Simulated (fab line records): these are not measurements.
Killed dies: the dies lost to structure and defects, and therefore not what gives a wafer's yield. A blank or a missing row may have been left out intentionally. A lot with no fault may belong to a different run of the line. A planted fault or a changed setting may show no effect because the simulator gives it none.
The tool behind it: which one? / flow nandHarc / 24 lots with 72 wafers sampled at 4 steps, on a route of 1302 steps

## WHAT THE GAUGES SHOWED, per wafer
NHARC_P_STI_CD_MEAS_09: target cd 200 nm. Usual: cdNm reads 199.5 nm (standard deviation 2.4).
lot=L074; measured=day 2 20:47; on=cdSem-01; cdNm (nm)=197.7 196.4 195.6; flag=
lot=L075; measured=day 3 08:07; on=cdSem-02; cdNm (nm)=201.1 201.3 199.5; flag=
lot=L076; measured=day 3 19:08; on=cdSem-01; cdNm (nm)=200.9 201.4 203.9; flag=
lot=L077; measured=day 4 02:50; on=cdSem-03; cdNm (nm)=198.5 200.3 199.3; flag=
lot=L078; measured=day 4 13:32; on=cdSem-03; cdNm (nm)=197.6 198.5 198.3; flag=
lot=L079; measured=day 4 21:37; on=cdSem-02; cdNm (nm)=197.3 199.5 201.5; flag=
lot=L080; measured=day 5 11:56; on=cdSem-02; cdNm (nm)=199.6 197.6 194.8; flag=
lot=L081; measured=day 5 20:04; on=cdSem-03; cdNm (nm)=199.2 199.2 197.3; flag=
lot=L082; measured=day 6 02:07; on=cdSem-01; cdNm (nm)=200.8 199.7 198.9; flag=
lot=L083; measured=day 6 13:05; on=cdSem-01; cdNm (nm)=201.3 197.3 202.6; flag=
lot=L084; measured=day 7 00:59; on=cdSem-01; cdNm (nm)=196.8 192.5 193.5; flag=
lot=L085; measured=day 7 11:46; on=cdSem-01; cdNm (nm)=198.7 199.2 199.5; flag=
lot=L086; measured=day 7 19:43; on=cdSem-01; cdNm (nm)=200.9 204.1 201.4; flag=
lot=L087; measured=day 8 06:35; on=cdSem-03; cdNm (nm)=202.7 200.2 200.6; flag=
lot=L088; measured=day 8 18:05; on=cdSem-01; cdNm (nm)=201.8 199.0 201.6; flag=
lot=L089; measured=day 9 00:32; on=cdSem-03; cdNm (nm)=199.1 200.3 195.6; flag=
lot=L090; measured=day 9 12:38; on=cdSem-02; cdNm (nm)=201.5 197.8 200.4; flag=
lot=L091; measured=day 9 21:25; on=cdSem-01; cdNm (nm)=197.9 198.3 200.7; flag=
lot=L092; measured=day 10 07:11; on=cdSem-02; cdNm (nm)=198.6 195.3 198.0; flag=
lot=L093; measured=day 10 17:16; on=cdSem-02; cdNm (nm)=202.2 199.3 203.8; flag=
lot=L094; measured=day 11 05:18; on=cdSem-02; cdNm (nm)=204.0 201.8 203.3; flag=
lot=L095; measured=day 11 13:53; on=cdSem-01; cdNm (nm)=201.7 200.5 200.8; flag=
lot=L096; measured=day 12 01:03; on=cdSem-03; cdNm (nm)=194.7 196.4 198.8; flag=
lot=L097; measured=day 12 10:26; on=cdSem-02; cdNm (nm)=202.8 198.7 204.5; flag=

NHARC_P_GATE_CD_MEAS_46: target cd 720 nm. Usual: cdNm reads 720.3 nm (standard deviation 2).
lot=L074; measured=day 5 14:29; on=cdSem-02; cdNm (nm)=718.6 717.0 720.4; flag=
lot=L075; measured=day 6 01:00; on=cdSem-02; cdNm (nm)=723.8 720.7 721.3; flag=
lot=L076; measured=day 6 13:28; on=cdSem-01; cdNm (nm)=723.2 719.6 717.6; flag=
lot=L077; measured=day 6 16:40; on=cdSem-02; cdNm (nm)=721.3 719.3 722.0; flag=
lot=L078; measured=day 7 17:37; on=cdSem-03; cdNm (nm)=721.1 721.9 721.5; flag=
lot=L079; measured=day 7 15:50; on=cdSem-03; cdNm (nm)=717.6 717.3 715.0; flag=
lot=L080; measured=day 8 09:24; on=cdSem-01; cdNm (nm)=720.0 718.3 721.1; flag=
lot=L081; measured=day 8 16:59; on=cdSem-03; cdNm (nm)=722.6 719.1 722.6; flag=
lot=L082; measured=day 8 22:11; on=cdSem-01; cdNm (nm)=720.3 718.0 721.1; flag=
lot=L083; measured=day 9 08:14; on=cdSem-03; cdNm (nm)=721.5 721.2 723.5; flag=
lot=L084; measured=day 9 16:53; on=cdSem-03; cdNm (nm)=720.4 719.4 717.2; flag=
lot=L085; measured=day 10 13:34; on=cdSem-01; cdNm (nm)=718.2 718.6 717.2; flag=
lot=L086; measured=day 10 07:33; on=cdSem-03; cdNm (nm)=718.5 720.5 718.1; flag=
lot=L087; measured=day 11 05:35; on=cdSem-03; cdNm (nm)=721.6 722.5 720.5; flag=
lot=L088; measured=day 11 16:05; on=cdSem-02; cdNm (nm)=717.6 719.9 715.9; flag=
lot=L089; measured=day 11 14:18; on=cdSem-02; cdNm (nm)=720.8 718.7 717.8; flag=
lot=L090; measured=day 12 12:22; on=cdSem-01; cdNm (nm)=720.3 721.8 720.4; flag=
lot=L091; measured=day 12 14:11; on=cdSem-01; cdNm (nm)=721.4 719.9 719.3; flag=
lot=L092; measured=day 13 01:20; on=cdSem-01; cdNm (nm)=724.3 721.9 720.4; flag=
lot=L093; measured=day 13 08:21; on=cdSem-03; cdNm (nm)=721.0 721.4 721.4; flag=
lot=L094; measured=day 14 04:39; on=cdSem-02; cdNm (nm)=723.2 722.2 718.8; flag=
lot=L095; measured=day 14 06:58; on=cdSem-03; cdNm (nm)=721.3 723.6 723.1; flag=
lot=L096; measured=day 14 21:38; on=cdSem-03; cdNm (nm)=721.0 718.5 720.3; flag=
lot=L097; measured=day 15 06:25; on=cdSem-02; cdNm (nm)=722.6 721.3 718.8; flag=

## EACH LOT AND THE TOOL THAT RAN IT (in order: tool; ch and the chambers of the sampled wafers; start)
lot=L074; NHARC_P_ZERO_WELL_RTA_42=rtpAnneal-02 ch 0, day 2 03:25; NHARC_P_GATE_STRIP_101=rieDiel-09 ch 1,2,3, day 5 13:34
lot=L075; NHARC_P_ZERO_WELL_RTA_42=rtpAnneal-02 ch 0, day 2 13:00; NHARC_P_GATE_STRIP_101=rieDiel-03 ch 0,3, day 6 00:05
lot=L076; NHARC_P_ZERO_WELL_RTA_42=rtpAnneal-02 ch 0, day 2 22:36; NHARC_P_GATE_STRIP_101=rieDiel-03 ch 0,2,3, day 6 12:39
lot=L077; NHARC_P_ZERO_WELL_RTA_42=rtpAnneal-02 ch 0, day 3 09:02; NHARC_P_GATE_STRIP_101=rieDiel-09 ch 0,2, day 6 15:44
lot=L078; NHARC_P_ZERO_WELL_RTA_42=rtpAnneal-02 ch 0, day 3 19:53; NHARC_P_GATE_STRIP_101=rieDiel-09 ch 0,1,3, day 7 16:50
lot=L079; NHARC_P_ZERO_WELL_RTA_42=rtpAnneal-02 ch 0, day 4 04:52; NHARC_P_GATE_STRIP_101=rieDiel-03 ch 0,1,2, day 7 14:56
lot=L080; NHARC_P_ZERO_WELL_RTA_42=rtpAnneal-01 ch 0, day 4 15:16; NHARC_P_GATE_STRIP_101=rieDiel-03 ch 0,2,3, day 8 08:36
lot=L081; NHARC_P_ZERO_WELL_RTA_42=rtpAnneal-01 ch 0, day 5 05:01; NHARC_P_GATE_STRIP_101=rieDiel-03 ch 0,1,3, day 8 16:11
lot=L082; NHARC_P_ZERO_WELL_RTA_42=rtpAnneal-02 ch 0, day 5 10:58; NHARC_P_GATE_STRIP_101=rieDiel-09 ch 0,1,2, day 8 21:11
lot=L083; NHARC_P_ZERO_WELL_RTA_42=rtpAnneal-02 ch 0, day 5 21:07; NHARC_P_GATE_STRIP_101=rieDiel-03 ch 0,1,3, day 9 07:22
lot=L084; NHARC_P_ZERO_WELL_RTA_42=rtpAnneal-02 ch 0, day 6 07:04; NHARC_P_GATE_STRIP_101=rieDiel-09 ch 0,2,3, day 9 15:53
lot=L085; NHARC_P_ZERO_WELL_RTA_42=rtpAnneal-01 ch 0, day 6 16:52; NHARC_P_GATE_STRIP_101=rieDiel-04 ch 0,1,3, day 10 12:44
lot=L086; NHARC_P_ZERO_WELL_RTA_42=rtpAnneal-02 ch 0, day 7 03:38; NHARC_P_GATE_STRIP_101=rieDiel-04 ch 1,2,3, day 10 06:46
lot=L087; NHARC_P_ZERO_WELL_RTA_42=rtpAnneal-01 ch 0, day 7 12:52; NHARC_P_GATE_STRIP_101=rieDiel-03 ch 0,2,3, day 11 04:43
lot=L088; NHARC_P_ZERO_WELL_RTA_42=rtpAnneal-01 ch 0, day 7 22:52; NHARC_P_GATE_STRIP_101=rieDiel-09 ch 0,1,2, day 11 15:10
lot=L089; NHARC_P_ZERO_WELL_RTA_42=rtpAnneal-02 ch 0, day 8 09:16; NHARC_P_GATE_STRIP_101=rieDiel-03 ch 1,2, day 11 13:30
lot=L090; NHARC_P_ZERO_WELL_RTA_42=rtpAnneal-01 ch 0, day 8 18:59; NHARC_P_GATE_STRIP_101=rieDiel-03 ch 0,2,3, day 12 11:35
lot=L091; NHARC_P_ZERO_WELL_RTA_42=rtpAnneal-01 ch 0, day 9 05:02; NHARC_P_GATE_STRIP_101=rieDiel-04 ch 1,2, day 12 13:16
lot=L092; NHARC_P_ZERO_WELL_RTA_42=rtpAnneal-01 ch 0, day 9 15:05; NHARC_P_GATE_STRIP_101=rieDiel-04 ch 0,2, day 13 00:25
lot=L093; NHARC_P_ZERO_WELL_RTA_42=rtpAnneal-02 ch 0, day 10 01:16; NHARC_P_GATE_STRIP_101=rieDiel-04 ch 1,2, day 13 07:33
lot=L094; NHARC_P_ZERO_WELL_RTA_42=rtpAnneal-01 ch 0, day 10 10:47; NHARC_P_GATE_STRIP_101=rieDiel-03 ch 0,2,3, day 14 03:44
lot=L095; NHARC_P_ZERO_WELL_RTA_42=rtpAnneal-01 ch 0, day 10 21:22; NHARC_P_GATE_STRIP_101=rieDiel-04 ch 0,1,2, day 14 06:04
lot=L096; NHARC_P_ZERO_WELL_RTA_42=rtpAnneal-02 ch 0, day 11 07:01; NHARC_P_GATE_STRIP_101=rieDiel-09 ch 0,1,3, day 14 20:50
lot=L097; NHARC_P_ZERO_WELL_RTA_42=rtpAnneal-02 ch 0, day 11 17:01; NHARC_P_GATE_STRIP_101=rieDiel-04 ch 1,2, day 15 05:30
- NHARC_P_ZERO_WELL_RTA_42: time 300 s.
- NHARC_P_GATE_STRIP_101: strips in O2, time 20 s.

## AS READ BY THE TOOLS THEMSELVES (means over the sampled wafers that have a number; for cases with no such wafer, the mark the record gives instead)
NHARC_P_ZERO_WELL_RTA_42. Usual: lampPowerPct 39.1 %, standard deviation 1.3; wafer_temp_C_max 1104.4, standard deviation 0.95.
lot=L074; tool=rtpAnneal-02; lampPowerPct (%)=38.1; wafer_temp_C_max=1104.3; flag=
lot=L075; tool=rtpAnneal-02; lampPowerPct (%)=38.0; wafer_temp_C_max=1104.8; flag=
lot=L076; tool=rtpAnneal-02; lampPowerPct (%)=38.0; wafer_temp_C_max=1105.0; flag=
lot=L077; tool=rtpAnneal-02; lampPowerPct (%)=38.1; wafer_temp_C_max=1104.1; flag=
lot=L078; tool=rtpAnneal-02; lampPowerPct (%)=38.1; wafer_temp_C_max=1103.7; flag=
lot=L079; tool=rtpAnneal-02; lampPowerPct (%)=38.0; wafer_temp_C_max=1103.9; flag=
lot=L080; tool=rtpAnneal-01; lampPowerPct (%)=40.6; wafer_temp_C_max=1105.5; flag=
lot=L081; tool=rtpAnneal-01; lampPowerPct (%)=40.6; wafer_temp_C_max=1105.2; flag=
lot=L082; tool=rtpAnneal-02; lampPowerPct (%)=38.1; wafer_temp_C_max=1104.2; flag=
lot=L083; tool=rtpAnneal-02; lampPowerPct (%)=38.0; wafer_temp_C_max=1102.8; flag=
lot=L084; tool=rtpAnneal-02; lampPowerPct (%)=38.0; wafer_temp_C_max=1104.5; flag=
lot=L085; tool=rtpAnneal-01; lampPowerPct (%)=40.5; wafer_temp_C_max=1104.4; flag=
lot=L086; tool=rtpAnneal-02; lampPowerPct (%)=38.0; wafer_temp_C_max=1104.9; flag=
lot=L087; tool=rtpAnneal-01; lampPowerPct (%)=40.6; wafer_temp_C_max=1105.4; flag=
lot=L088; tool=rtpAnneal-01; lampPowerPct (%)=40.6; wafer_temp_C_max=1104.8; flag=
lot=L089; tool=rtpAnneal-02; lampPowerPct (%)=38.1; wafer_temp_C_max=1105.9; flag=
lot=L090; tool=rtpAnneal-01; lampPowerPct (%)=40.5; wafer_temp_C_max=1105.7; flag=
lot=L091; tool=rtpAnneal-01; lampPowerPct (%)=40.6; wafer_temp_C_max=1105.3; flag=
lot=L092; tool=rtpAnneal-01; lampPowerPct (%)=40.6; wafer_temp_C_max=1104.6; flag=
lot=L093; tool=rtpAnneal-02; lampPowerPct (%)=38.0; wafer_temp_C_max=1104.2; flag=
lot=L094; tool=rtpAnneal-01; lampPowerPct (%)=40.6; wafer_temp_C_max=1104.7; flag=
lot=L095; tool=rtpAnneal-01; lampPowerPct (%)=40.6; wafer_temp_C_max=1104.9; flag=
lot=L096; tool=rtpAnneal-02; lampPowerPct (%)=38.0; wafer_temp_C_max=1103.0; flag=
lot=L097; tool=rtpAnneal-02; lampPowerPct (%)=38.0; wafer_temp_C_max=1104.1; flag=

NHARC_P_GATE_STRIP_101. Usual: drypumpMotorCurrentA 5.7 A, standard deviation 0.37; oesProductAu 0.994 a.u., standard deviation 0.0098; rfVppV 57.6 V, standard deviation 0.84; showerheadPlenumPTorr 3.48 Torr, standard deviation 0.12; throttleValvePct 17.037 %, standard deviation 0.0083.
lot=L074; tool=rieDiel-09; drypumpMotorCurrentA (A)=5.2; oesProductAu (a.u.)=0.995; rfVppV (V)=57.7; showerheadPlenumPTorr (Torr)=3.39; throttleValvePct (%)=17.038; flag=
lot=L075; tool=rieDiel-03; drypumpMotorCurrentA (A)=5.9; oesProductAu (a.u.)=0.989; rfVppV (V)=57.0; showerheadPlenumPTorr (Torr)=3.44; throttleValvePct (%)=17.043; flag=
lot=L076; tool=rieDiel-03; drypumpMotorCurrentA (A)=5.9; oesProductAu (a.u.)=0.995; rfVppV (V)=57.3; showerheadPlenumPTorr (Torr)=3.51; throttleValvePct (%)=17.028; flag=
lot=L077; tool=rieDiel-09; drypumpMotorCurrentA (A)=5.6; oesProductAu (a.u.)=1.003; rfVppV (V)=58.4; showerheadPlenumPTorr (Torr)=3.56; throttleValvePct (%)=17.037; flag=
lot=L078; tool=rieDiel-09; drypumpMotorCurrentA (A)=5.5; oesProductAu (a.u.)=0.993; rfVppV (V)=57.6; showerheadPlenumPTorr (Torr)=3.48; throttleValvePct (%)=17.035; flag=
lot=L079; tool=rieDiel-03; drypumpMotorCurrentA (A)=5.9; oesProductAu (a.u.)=0.990; rfVppV (V)=57.1; showerheadPlenumPTorr (Torr)=3.58; throttleValvePct (%)=17.035; flag=
lot=L080; tool=rieDiel-03; drypumpMotorCurrentA (A)=5.9; oesProductAu (a.u.)=0.992; rfVppV (V)=57.0; showerheadPlenumPTorr (Torr)=3.51; throttleValvePct (%)=17.038; flag=
lot=L081; tool=rieDiel-03; drypumpMotorCurrentA (A)=5.9; oesProductAu (a.u.)=0.988; rfVppV (V)=57.5; showerheadPlenumPTorr (Torr)=3.50; throttleValvePct (%)=17.031; flag=
lot=L082; tool=rieDiel-09; drypumpMotorCurrentA (A)=5.2; oesProductAu (a.u.)=0.997; rfVppV (V)=57.2; showerheadPlenumPTorr (Torr)=3.46; throttleValvePct (%)=17.040; flag=
lot=L083; tool=rieDiel-03; drypumpMotorCurrentA (A)=5.9; oesProductAu (a.u.)=0.986; rfVppV (V)=58.2; showerheadPlenumPTorr (Torr)=3.50; throttleValvePct (%)=17.031; flag=
lot=L084; tool=rieDiel-09; drypumpMotorCurrentA (A)=5.6; oesProductAu (a.u.)=0.999; rfVppV (V)=58.3; showerheadPlenumPTorr (Torr)=3.49; throttleValvePct (%)=17.038; flag=
lot=L085; tool=rieDiel-04; drypumpMotorCurrentA (A)=5.6; oesProductAu (a.u.)=0.985; rfVppV (V)=57.3; showerheadPlenumPTorr (Torr)=3.49; throttleValvePct (%)=17.040; flag=
lot=L086; tool=rieDiel-04; drypumpMotorCurrentA (A)=5.5; oesProductAu (a.u.)=0.996; rfVppV (V)=57.5; showerheadPlenumPTorr (Torr)=3.38; throttleValvePct (%)=17.033; flag=
lot=L087; tool=rieDiel-03; drypumpMotorCurrentA (A)=5.9; oesProductAu (a.u.)=0.993; rfVppV (V)=58.2; showerheadPlenumPTorr (Torr)=3.51; throttleValvePct (%)=17.040; flag=
lot=L088; tool=rieDiel-09; drypumpMotorCurrentA (A)=5.3; oesProductAu (a.u.)=0.997; rfVppV (V)=57.6; showerheadPlenumPTorr (Torr)=3.46; throttleValvePct (%)=17.037; flag=
lot=L089; tool=rieDiel-03; drypumpMotorCurrentA (A)=6.1; oesProductAu (a.u.)=0.998; rfVppV (V)=58.2; showerheadPlenumPTorr (Torr)=3.55; throttleValvePct (%)=17.038; flag=
lot=L090; tool=rieDiel-03; drypumpMotorCurrentA (A)=5.9; oesProductAu (a.u.)=0.990; rfVppV (V)=57.5; showerheadPlenumPTorr (Torr)=3.51; throttleValvePct (%)=17.037; flag=
lot=L091; tool=rieDiel-04; drypumpMotorCurrentA (A)=5.4; oesProductAu (a.u.)=0.990; rfVppV (V)=57.6; showerheadPlenumPTorr (Torr)=3.37; throttleValvePct (%)=17.039; flag=
lot=L092; tool=rieDiel-04; drypumpMotorCurrentA (A)=5.6; oesProductAu (a.u.)=1.007; rfVppV (V)=57.9; showerheadPlenumPTorr (Torr)=3.59; throttleValvePct (%)=17.044; flag=
lot=L093; tool=rieDiel-04; drypumpMotorCurrentA (A)=5.4; oesProductAu (a.u.)=0.984; rfVppV (V)=57.0; showerheadPlenumPTorr (Torr)=3.37; throttleValvePct (%)=17.043; flag=
lot=L094; tool=rieDiel-03; drypumpMotorCurrentA (A)=5.9; oesProductAu (a.u.)=1.000; rfVppV (V)=57.5; showerheadPlenumPTorr (Torr)=3.51; throttleValvePct (%)=17.036; flag=
lot=L095; tool=rieDiel-04; drypumpMotorCurrentA (A)=5.6; oesProductAu (a.u.)=0.996; rfVppV (V)=57.0; showerheadPlenumPTorr (Torr)=3.48; throttleValvePct (%)=17.047; flag=
lot=L096; tool=rieDiel-09; drypumpMotorCurrentA (A)=5.5; oesProductAu (a.u.)=1.002; rfVppV (V)=58.3; showerheadPlenumPTorr (Torr)=3.48; throttleValvePct (%)=17.044; flag=
lot=L097; tool=rieDiel-04; drypumpMotorCurrentA (A)=5.5; oesProductAu (a.u.)=0.977; rfVppV (V)=57.6; showerheadPlenumPTorr (Torr)=3.36; throttleValvePct (%)=17.035; flag=

## THE ANSWER, worked out from the rows above alone
Rule: a lot counts as off when the mean over its wafers that have a number is more than 3 standard deviations away from the usual mean. A lot without any number at a reading at which 4 lots or more have one is off too. All remaining lots with rows at the step are treated as sound. After the gauges, taken in route order, come the tools' own readings; for these a lot's mean is taken, as printed above. The first step at which some lot is off is used, and at that step the reading that is off furthest; a lot without a number counts as furthest.
Across all readings shown, no lot is off: no conclusion can be drawn from this.

## WHAT WAS PUT IN BY THE SIMULATOR
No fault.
